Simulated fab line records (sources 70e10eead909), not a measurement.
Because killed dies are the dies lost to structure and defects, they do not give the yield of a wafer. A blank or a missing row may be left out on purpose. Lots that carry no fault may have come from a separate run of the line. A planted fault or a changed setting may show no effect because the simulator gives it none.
fab line records -- flow nand_harc
[record] lots = 12, wafers = 36, last_day = 32
route steps=1302 shown A_M1@1183 END@1302
lots that met no fault: from a run of the same line without faults
start_h: hours from the record's opening day to when the first of the lot's shown wafers began -- wait_h: hours elapsed since this lot's preceding step -- " the same as in the row above -- L1.1+2: one row covering several wafers at once -- - value missing, or start not given -- * or withheld: withheld -- < > ~ a bound
route shown NAME@n: NAME is a module with steps in the file, n the number in the route of the first one -- usual: mean/standard deviation of fault-free wafers -- same: alike in all rows -- chamber/n: place in a boat -- sites: the reading at each site -- _std_site: how widely they spread, as a standard deviation -- _edge_site: the outer-site mean with the inner-site mean subtracted -- radius_mm: for every site, how far away it sits from the centre of the wafer -- mask NAME#n: copy n -- behind: tool/chamber where the wafer was last shaped -- hold: why the lot went on hold/how many hours it stayed there/how the hold came to an end -- device: transistor that didn't switch, given as n, p or np -- end of line: the same wafers' tests at the end of the route -- for a step that has no rows: nothing shown but its recipe -- killed: dies lost to structure and defects at the first sort, not the wafer's yield -- map: a wafer's dies, marking killed ones x, the rest . and places with no die _
set.NAME: the run value of the setting; set.NAME@STEP: its run value at that earlier step -- model.NAME: the simulator's own value behind a step, which no gauge read
one table for each step of the route and one row for each wafer, over a sample of lots
services: the hour from which a tool's chamber was out of use, counted from the record's first day as start_h (under 0 if before that day), plus the number of hours and why
[[steps]]
[step NHARC_A_M1_ETCH_35]
[recipe] target_depth_a = 400, overetch_a = 120, time_s = 43.94, ion_energy_ev = 200, n2_flow_sccm = 150, h2_flow_sccm = 150, ar_flow_sccm = 0, rf_w = 400, bias_w = 150, chemistry = N2/H2
[usual] drypump_motor_current_A = 5.6/0.42, oes_product_au = 0.999/0.011, rf_vpp_V = 431.1/2.7, showerhead_plenum_p_Torr = 2.06/0.092, throttle_valve_pct = 14.171/0.0095
lot.wafer,tool,chamber,start_h,wait_h,drypump_motor_current_A,oes_product_au,rf_hours_counter_h,rf_vpp_V,showerhead_plenum_p_Torr,throttle_valve_pct
L999.4,rie_diel-12,3,544.43,0.1,5.7,0.993,3,433.8,2.13,14.166
L999.1,rie_diel-12,0,544.43,0.1,5.3,0.984,3,433.3,2.12,14.176
L999.5,rie_diel-12,3,544.43,0.1,5.7,0.996,-,432.8,2.13,14.176
L103.1,rie_diel-01,0,599.24,0.1,5.5,0.984,2,428.9,1.95,14.165
L103.2,rie_diel-01,1,599.24,0.1,5.7,1.000,2,435.0,2.15,14.153
L103.6,rie_diel-01,2,599.24,0.1,5.4,0.994,-,432.9,2.12,14.174
L104.4,rie_diel-09,2,599.26,0.1,6.3,1.002,4,429.1,1.94,14.155
L104.1,rie_diel-09,0,599.26,0.1,5.0,1.010,4,427.6,1.95,14.167
L104.5,rie_diel-09,3,599.26,0.1,5.8,1.000,-,434.6,2.14,14.177
L105.3,rie_diel-09,2,605.03,0.1,6.3,0.994,4,427.0,1.94,14.162
L105.4,rie_diel-09,0,605.03,0.1,4.9,0.995,4,426.9,1.95,14.163
L105.5,rie_diel-09,2,605.03,0.1,6.3,1.006,-,428.0,1.94,14.184
L106.3,rie_diel-09,3,614.70,0.1,5.7,0.988,5,432.9,2.14,14.158
L106.4,rie_diel-09,0,614.70,0.1,4.9,0.989,4,427.6,1.95,14.143
L106.6,rie_diel-09,2,614.70,0.1,6.3,1.007,-,427.7,1.94,14.175
L114.4,rie_diel-12,0,681.13,0.1,5.3,1.004,1,433.0,2.12,14.174
L114.3,rie_diel-12,1,681.13,0.1,5.7,1.018,2,434.0,2.18,14.157
L114.2,rie_diel-12,2,681.13,0.1,5.0,1.022,2,432.5,2.12,14.170
L111.2,rie_diel-12,0,690.33,0.1,5.3,0.995,2,432.9,2.12,14.186
L111.5,rie_diel-12,1,690.33,0.1,5.7,1.019,-,435.6,2.18,14.160
L111.6,rie_diel-12,2,690.33,0.1,5.0,1.023,-,433.0,2.12,14.161
L116.1,rie_diel-09,2,705.33,0.1,6.3,0.985,2,427.7,1.94,14.180
L116.2,rie_diel-09,1,705.33,0.1,6.1,1.033,2,429.8,2.01,14.179
L116.5,rie_diel-09,3,705.33,0.1,5.8,1.008,-,432.8,2.14,14.173
L115.2,rie_diel-01,1,706.06,0.1,5.7,0.995,9,433.9,2.15,14.166
L115.4,rie_diel-01,2,706.06,0.1,5.4,0.997,9,432.8,2.12,14.162
L115.6,rie_diel-01,0,706.06,0.1,5.5,1.002,-,429.3,1.95,14.162
L118.1,rie_diel-12,3,723.29,0.1,5.7,0.996,3,434.0,2.13,14.148
L118.2,rie_diel-12,1,723.29,0.1,5.7,1.022,3,434.1,2.18,14.169
L118.6,rie_diel-12,0,723.29,0.1,5.3,0.992,-,432.6,2.12,14.176
L120.3,rie_diel-01,3,730.64,0.1,6.0,0.991,7,425.9,1.91,14.154
L120.1,rie_diel-01,1,730.64,0.1,5.7,0.992,10,434.2,2.14,14.172
L120.5,rie_diel-01,2,730.64,0.1,5.4,0.997,-,431.5,2.12,14.173
L119.4,rie_diel-12,3,736.77,0.1,5.7,0.997,4,433.1,2.13,14.179
L119.1,rie_diel-12,1,736.77,0.1,5.7,1.020,4,434.5,2.18,14.174
L119.6,rie_diel-12,2,736.77,0.1,5.0,1.005,-,433.1,2.12,14.160
[step NHARC_A_M1_ECD_22]
[recipe] target_thk_a = 4000, bath_temp_c = 25, material = Cu
[usual] bath_heat_duty_pct = 6.3/0.57, bath_temp_c = 25.00/0.096
lot.wafer,tool,chamber,start_h,wait_h,bath_heat_duty_pct,bath_temp_c
L999.1,ecd_cu-01,1,545.72,-,6.2,24.98
L999.4,ecd_cu-01,0,545.72,-,7.8,25.06
L999.5,ecd_cu-01,0,545.72,-,7.5,25.07
L104.1,ecd_cu-01,1,600.56,-,5.6,24.79
L104.4,ecd_cu-01,1,600.56,-,6.0,24.84
L104.5,ecd_cu-01,0,600.56,-,6.8,24.89
L103.2,ecd_cu-01,1,600.86,-,4.7,24.91
L103.1,ecd_cu-01,0,600.86,-,5.6,24.99
L103.6,ecd_cu-01,1,600.86,-,5.7,24.90
L105.4,ecd_cu-02,0,606.41,-,-,-
L105.3,ecd_cu-02,1,606.41,-,-,-
L105.5,ecd_cu-02,1,606.41,-,-,-
L106.4,ecd_cu-02,1,616.08,-,-,-
L106.3,ecd_cu-02,0,616.08,-,-,-
L106.6,ecd_cu-02,1,616.08,-,-,-
L114.2,ecd_cu-02,0,682.48,-,6.2,25.14
L114.3,ecd_cu-02,1,682.48,-,6.4,25.07
L114.4,ecd_cu-02,0,682.48,-,6.9,24.90
L111.2,ecd_cu-02,0,691.66,-,6.6,24.95
L111.6,ecd_cu-02,1,691.66,-,6.3,24.97
L111.5,ecd_cu-02,0,691.66,-,6.1,24.92
L116.1,ecd_cu-01,0,706.62,-,6.2,24.97
L116.2,ecd_cu-01,1,706.62,-,6.0,25.12
L116.5,ecd_cu-01,0,706.62,-,5.9,24.78
L115.2,ecd_cu-02,0,707.45,-,6.1,25.10
L115.4,ecd_cu-02,1,707.45,-,6.5,25.11
L115.6,ecd_cu-02,0,707.45,-,6.2,25.16
L118.2,ecd_cu-02,0,724.59,-,6.1,24.87
L118.1,ecd_cu-02,1,724.59,-,7.0,25.02
L118.6,ecd_cu-02,0,724.59,-,6.0,24.87
L120.1,ecd_cu-02,0,731.97,-,7.5,25.05
L120.3,ecd_cu-02,1,731.97,-,6.6,25.00
L120.5,ecd_cu-02,1,731.97,-,6.2,25.01
L119.1,ecd_cu-02,0,738.10,-,6.8,25.24
L119.4,ecd_cu-02,1,738.10,-,7.1,24.97
L119.6,ecd_cu-02,0,738.10,-,6.9,25.12
[step NHARC_A_M1_ANNEAL_31]
[recipe] temp_c = 225, time_s = 90
[usual] wafer_temp_C_max = 226.0/0.35
lot.wafer,tool,chamber,start_h,wait_h,wafer_temp_C_max
L999.1,rtp_anneal-01,0,546.33,-,226.1
L999.4,rtp_anneal-01,0,546.33,-,226.4
L999.5,rtp_anneal-01,0,546.33,-,225.9
L104.1,rtp_anneal-02,0,600.94,0.3,225.9
L104.4,rtp_anneal-02,0,600.94,0.3,226.0
L104.5,rtp_anneal-02,0,600.94,0.3,225.9
L103.1,rtp_anneal-01,0,601.26,-,225.8
L103.2,rtp_anneal-01,0,601.26,-,226.0
L103.6,rtp_anneal-01,0,601.26,-,225.6
L105.3,rtp_anneal-02,0,606.80,0.3,225.9
L105.4,rtp_anneal-02,0,606.80,0.3,225.5
L105.5,rtp_anneal-02,0,606.80,0.3,225.7
L106.3,rtp_anneal-01,0,616.46,0.3,226.4
L106.4,rtp_anneal-01,0,616.46,0.3,226.0
L106.6,rtp_anneal-01,0,616.46,0.3,226.4
L114.2,rtp_anneal-02,0,682.85,-,225.7
L114.3,rtp_anneal-02,0,682.85,-,225.8
L114.4,rtp_anneal-02,0,682.85,-,225.6
L111.2,rtp_anneal-02,0,692.04,0.3,225.5
L111.5,rtp_anneal-02,0,692.04,0.3,225.7
L111.6,rtp_anneal-02,0,692.04,0.3,226.1
L116.1,rtp_anneal-01,0,707.00,-,226.2
L116.2,rtp_anneal-01,0,707.00,-,226.6
L116.5,rtp_anneal-01,0,707.00,-,226.3
L115.2,rtp_anneal-01,0,707.83,0.3,226.8
L115.4,rtp_anneal-01,0,707.83,0.3,226.1
L115.6,rtp_anneal-01,0,707.83,0.3,226.6
L118.1,rtp_anneal-01,0,724.97,-,226.3
L118.2,rtp_anneal-01,0,724.97,-,226.1
L118.6,rtp_anneal-01,0,724.97,-,226.1
L120.1,rtp_anneal-02,0,732.30,-,225.8
L120.3,rtp_anneal-02,0,732.30,-,225.7
L120.5,rtp_anneal-02,0,732.30,-,225.4
L119.1,rtp_anneal-02,0,738.48,0.3,225.7
L119.4,rtp_anneal-02,0,738.48,0.3,225.8
L119.6,rtp_anneal-02,0,738.48,0.3,225.9
[step NHARC_A_M1_CMP_23]
[recipe] t_overpolish_s = 20, target_thk_nm = 154.34
[usual] motor_current_A = 11.8/1.1, time_to_endpoint_s = 27/3.2
[same] t_overpolish_s = 20
lot.wafer,tool,chamber,start_h,wait_h,motor_current_A,time_to_endpoint_s
L999.1,cmp-02,0,546.68,-,11.5,25
L999.4,cmp-02,2,546.68,-,13.0,27
L999.5,cmp-02,1,546.68,-,11.4,24
L104.4,cmp-04,0,601.28,-,12.3,34
L104.1,cmp-04,1,601.28,-,12.0,32
L104.5,cmp-04,0,601.28,-,12.7,32
L103.2,cmp-02,2,601.66,-,12.4,25
L103.1,cmp-02,3,601.66,-,10.1,24
L103.6,cmp-02,0,601.66,-,11.5,28
L105.4,cmp-04,0,607.09,-,12.2,4
L105.3,cmp-04,1,607.09,-,12.6,3
L105.5,cmp-04,2,607.09,-,14.2,0
L106.3,cmp-02,1,616.73,-,11.5,0
L106.4,cmp-02,2,616.73,-,13.5,1
L106.6,cmp-02,0,616.73,-,11.0,2
L114.2,cmp-04,3,683.15,-,11.0,22
L114.3,cmp-04,0,683.15,-,12.3,29
L114.4,cmp-04,2,683.15,-,14.5,24
L111.2,cmp-03,2,692.42,-,11.6,25
L111.6,cmp-03,3,692.42,-,11.6,23
L111.5,cmp-03,0,692.42,-,12.9,27
L116.2,cmp-03,2,707.37,-,11.7,29
L116.1,cmp-03,3,707.37,-,11.8,26
L116.5,cmp-03,2,707.37,-,12.4,29
L115.2,cmp-02,2,708.12,-,12.5,24
L115.4,cmp-02,0,708.12,-,11.5,25
L115.6,cmp-02,3,708.12,-,10.1,23
L118.2,cmp-04,0,725.32,-,11.6,27
L118.1,cmp-04,1,725.32,-,12.3,28
L118.6,cmp-04,0,725.32,-,11.7,27
L120.1,cmp-03,0,732.68,-,12.2,27
L120.3,cmp-03,1,732.68,-,10.3,24
L120.5,cmp-03,3,732.68,-,11.2,24
L119.1,cmp-02,0,738.86,-,11.0,26
L119.4,cmp-02,1,738.86,-,11.6,27
L119.6,cmp-02,3,738.86,-,9.6,24
[step NHARC_A_M1_THK_MEAS_24]
[recipe] thk_meas_gauge = xrf
[usual] thk_nm = 154.0/1.5
lot.wafer,tool,chamber,start_h,wait_h,thk_nm
L999.1,film_metro-02,-,546.99,-,153.2
L999.4,film_metro-02,-,546.99,-,155.8
L999.5,film_metro-02,-,546.99,-,153.9
L104.1,film_metro-01,-,601.60,-,155.9
L104.4,film_metro-01,-,601.60,-,154.1
L104.5,film_metro-01,-,601.60,-,154.0
L103.1,film_metro-02,-,601.93,-,155.2
L103.2,film_metro-02,-,601.93,-,155.1
L103.6,film_metro-02,-,601.93,-,153.4
L105.3,film_metro-02,-,607.35,-,29.1
L105.4,film_metro-02,-,607.35,-,27.8
L105.5,film_metro-02,-,607.35,-,28.8
L106.3,film_metro-01,-,617.02,-,30.4
L106.4,film_metro-01,-,617.02,-,30.5
L106.6,film_metro-01,-,617.02,-,30.5
L114.2,film_metro-02,-,683.47,-,154.0
L114.3,film_metro-02,-,683.47,-,154.9
L114.4,film_metro-02,-,683.47,-,154.7
L111.2,film_metro-02,-,692.66,-,153.1
L111.5,film_metro-02,-,692.66,-,154.5
L111.6,film_metro-02,-,692.66,-,152.2
L116.1,film_metro-01,-,707.65,-,155.6
L116.2,film_metro-01,-,707.65,-,153.3
L116.5,film_metro-01,-,707.65,-,152.7
L115.2,film_metro-01,-,708.44,-,152.7
L115.4,film_metro-01,-,708.44,-,154.3
L115.6,film_metro-01,-,708.44,-,153.6
L118.1,film_metro-02,-,725.63,-,154.9
L118.2,film_metro-02,-,725.63,-,154.4
L118.6,film_metro-02,-,725.63,-,154.4
L120.1,film_metro-02,-,732.96,-,155.3
L120.3,film_metro-02,-,732.96,-,152.0
L120.5,film_metro-02,-,732.96,-,155.5
L119.1,film_metro-01,-,739.15,-,154.4
L119.4,film_metro-01,-,739.15,-,154.6
L119.6,film_metro-01,-,739.15,-,151.3
[step NHARC_A_M1_PRE_CLEAN_32]
[recipe] time_s = 12, temp_c = 370, rf_power_w = 300, gas = NH3
[usual] heater_power_w = 661/72
lot.wafer,tool,chamber,start_h,wait_h,heater_power_w
L999.1,pecvd-04,0,547.21,0.1,775
L999.4,pecvd-04,0,547.21,0.1,793
L999.5,pecvd-04,1,547.21,0.1,628
L104.1,pecvd-02,0,603.14,1.4,599
L104.5,pecvd-02,1,603.14,1.4,677
L104.4,pecvd-02,0,603.14,1.4,600
L103.2,pecvd-04,2,603.23,1.1,664
L103.1,pecvd-04,0,603.23,1.1,886
L103.6,pecvd-04,2,603.23,1.1,662
L105.3,pecvd-02,2,607.57,0.1,625
L105.4,pecvd-02,2,607.57,0.1,636
L105.5,pecvd-02,0,607.57,0.1,629
L106.3,pecvd-04,1,617.27,0.1,574
L106.6,pecvd-04,2,617.27,0.1,678
L106.4,pecvd-04,0,617.27,0.1,824
L114.2,pecvd-03,2,683.69,0.1,648
L114.3,pecvd-03,0,683.69,0.1,617
L114.4,pecvd-03,0,683.69,0.1,610
L111.2,pecvd-03,2,692.90,0.1,711
L111.6,pecvd-03,0,692.90,0.1,653
L111.5,pecvd-03,2,692.90,0.1,733
L116.1,pecvd-02,0,707.88,0.1,617
L116.2,pecvd-02,1,707.88,0.1,698
L116.5,pecvd-02,0,707.88,0.1,605
L115.2,pecvd-04,0,708.67,0.1,764
L115.6,pecvd-04,0,708.67,0.1,785
L115.4,pecvd-04,1,708.67,0.1,637
L118.1,pecvd-03,2,725.85,0.1,697
L118.2,pecvd-03,0,725.85,0.1,691
L118.6,pecvd-03,0,725.85,0.1,672
L120.3,pecvd-04,2,733.19,0.1,650
L120.1,pecvd-04,1,733.19,0.1,634
L120.5,pecvd-04,2,733.19,0.1,663
L119.1,pecvd-02,1,739.41,0.1,589
L119.6,pecvd-02,0,739.41,0.1,583
L119.4,pecvd-02,1,739.41,0.1,586
[step NHARC_END_SORT_01]
[recipe] temp_c = 25
[usual] killed_at_array = 56/19, killed_at_other = 0.6/1, killed_at_periphery = 3.9/2.7, killed_dies = 61/19, killed_open = 3.3/1.9, killed_short = 2.4/1.7
[same] gross_dies = 677
lot.wafer,tool,chamber,start_h,wait_h,killed_at_array,killed_at_other,killed_at_periphery,killed_dies,killed_open,killed_short
L105.3,prober-02,0,639.64,3.1,669,0,8,677,2,3
L105.4,prober-02,0,640.44,3.4,671,0,6,677,2,0
L105.5,prober-02,0,641.23,3.7,675,0,2,677,5,4
L106.3,prober-01,0,654.64,3.1,675,0,2,677,4,3
L106.4,prober-01,0,655.45,3.4,675,0,2,677,3,1
L106.6,prober-01,0,657.07,4.0,672,3,2,677,4,1
// killed by level:class
L105.3 A_M1:area_ecd=643 A_CHANNEL_HOLE_D2:chamber_film_flake=12 P_GATE:chamber_film_flake=7 A_CHANNEL_HOLE_D1:chamber_film_flake=4 A_WL_FILL:chamber_film_flake=3 P_STI:geometric_particle:open=1 A_ONON_D1:geometric_particle:short=1 A_DECK1_JOINT:geometric_particle:short=1
L105.4 A_M1:area_ecd=644 A_CHANNEL_HOLE_D2:chamber_film_flake=13 P_GATE:chamber_film_flake=5 A_CHANNEL_HOLE_D1:chamber_film_flake=5 A_CHANNEL_FILL_D1:chamber_film_flake=2 A_STAIRCASE:chamber_film_flake=2 A_WL_FILL:chamber_film_flake=2 P_M1:geometric_particle:open=1
L105.5 A_M1:area_ecd=640 A_CHANNEL_HOLE_D2:chamber_film_flake=9 A_CHANNEL_FILL_D1:chamber_film_flake=4 A_CHANNEL_FILL_D2:geometric_particle:short=3 A_CHANNEL_HOLE_D1:chamber_film_flake=3 A_STAIRCASE:chamber_film_flake=3 P_GATE:chamber_film_flake=2 A_DECK1_JOINT:chamber_film_flake=2
L106.3 A_M1:area_ecd=642 A_CHANNEL_HOLE_D2:chamber_film_flake=15 A_CHANNEL_HOLE_D1:chamber_film_flake=7 P_CONTACT:geometric_particle:open=2 A_CHANNEL_FILL_D2:chamber_film_flake=2 A_STAIRCASE:chamber_film_flake=2 A_CHANNEL_HOLE_D1:geometric_particle:open=1 A_CHANNEL_HOLE_D1:geometric_particle:short=1
L106.4 A_M1:area_ecd=650 A_CHANNEL_HOLE_D2:chamber_film_flake=11 A_CHANNEL_FILL_D2:chamber_film_flake=5 A_DECK1_JOINT:chamber_film_flake=3 P_M1:geometric_particle:open=1 A_CHANNEL_FILL_D2:geometric_particle:open=1 A_WL_FILL:geometric_particle:open=1 A_BLC:geometric_particle:short=1
L106.6 A_M1:area_ecd=640 A_CHANNEL_HOLE_D2:chamber_film_flake=16 A_CHANNEL_FILL_D2:chamber_film_flake=5 A_SLIT:chamber_film_flake=5 A_CHANNEL_HOLE_D1:chamber_film_flake=2 A_CONTACT:chamber_film_flake=2 THIN_TSV:chamber_film_flake=2 P_GATE:geometric_particle:open=1
[[services]]
tool,chamber,start_h,hours,kind
pecvd-03,0,521.68,3.0,repair
cmp-02,-,526.50,4.0,pm
rie_diel-09,3,528.53,1.6,repair
pecvd-03,-,547.45,13.0,pm
ecd_cu-02,-,555.05,5.0,repair
rie_diel-12,0,562.11,6.8,repair
cmp-02,-,576.26,2.2,repair
pecvd-02,2,585.28,3.6,repair
pecvd-02,-,589.30,13.0,pm
ecd_cu-02,-,596.28,8.0,pm
cmp-04,-,601.78,4.0,pm
rie_diel-12,-,622.40,9.0,pm
cmp-02,-,624.50,4.0,pm
pecvd-04,-,631.04,13.0,pm
cmp-04,-,637.45,1.7,repair
rie_diel-09,0,641.33,5.1,repair
cmp-02,-,661.92,0.9,repair
rie_diel-09,-,674.11,9.0,pm
ecd_cu-01,-,688.22,8.0,pm
cmp-04,-,699.85,4.0,pm
rie_diel-09,2,705.86,4.5,repair
cmp-02,-,722.50,4.0,pm
rie_diel-12,-,729.96,0.8,repair
cmp-02,-,731.49,5.5,repair
[[key]]
[first_sign] step = NHARC_A_M1_ECD_22, reading = tool_record, direction = missing
[effect] step = NHARC_A_M1_CMP_23, reading = time_to_endpoint_s, direction = down, sigmas = 8, usual = *, struck = *
[effect] step = NHARC_A_M1_THK_MEAS_24, reading = thk_nm, direction = down, sigmas = 83, usual = 154.0, struck = 29.5
[effect] step = NHARC_END_SORT_01, reading = killed_dies, direction = up, sigmas = 33, usual = 61, struck = 677
[more_kills_born_at] NHARC_A_M1_ECD_22@ecd_cu-02 = 3859
met_at NHARC_A_M1_ECD_22
struck_lots L105,L106
later_rows_left_out L105.3,L105.4,L105.5,L106.3,L106.4,L106.6
tester_left_out L105
not_acting_at NHARC_A_M1_ETCH_35,NHARC_A_M1_ANNEAL_31,NHARC_A_M1_PRE_CLEAN_32
[earlier_fault] kind = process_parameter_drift, tool = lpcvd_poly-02, chamber = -, onset_h = 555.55, steps = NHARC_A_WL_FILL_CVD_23, channel = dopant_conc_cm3, offset = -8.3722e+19, shape = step, acts_in = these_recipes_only, stated = 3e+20
[earlier_fault] kind = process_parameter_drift, tool = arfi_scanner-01, chamber = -, onset_h = 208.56, steps = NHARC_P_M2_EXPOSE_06, channel = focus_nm, offset = 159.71, spread_by_wafer = 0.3, shape = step
[fault] kind = skipped_step_whole, tool = ecd_cu-02, chamber = -, onset_h = 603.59, steps = NHARC_A_M1_ECD_22, scope = struck_lots_only
// tester_left_out: of these lots the tester's yield and bins aren't shown, on N5 and GAA mostly nor the transistor test; their killed dies are dies lost to structure and defects alone, not to doping, threshold or leakage, so they don't give the yield
// later_rows_left_out: the simulator's readings of these wafers behind a module that went badly wrong aren't trusted and aren't shown, but for the sort
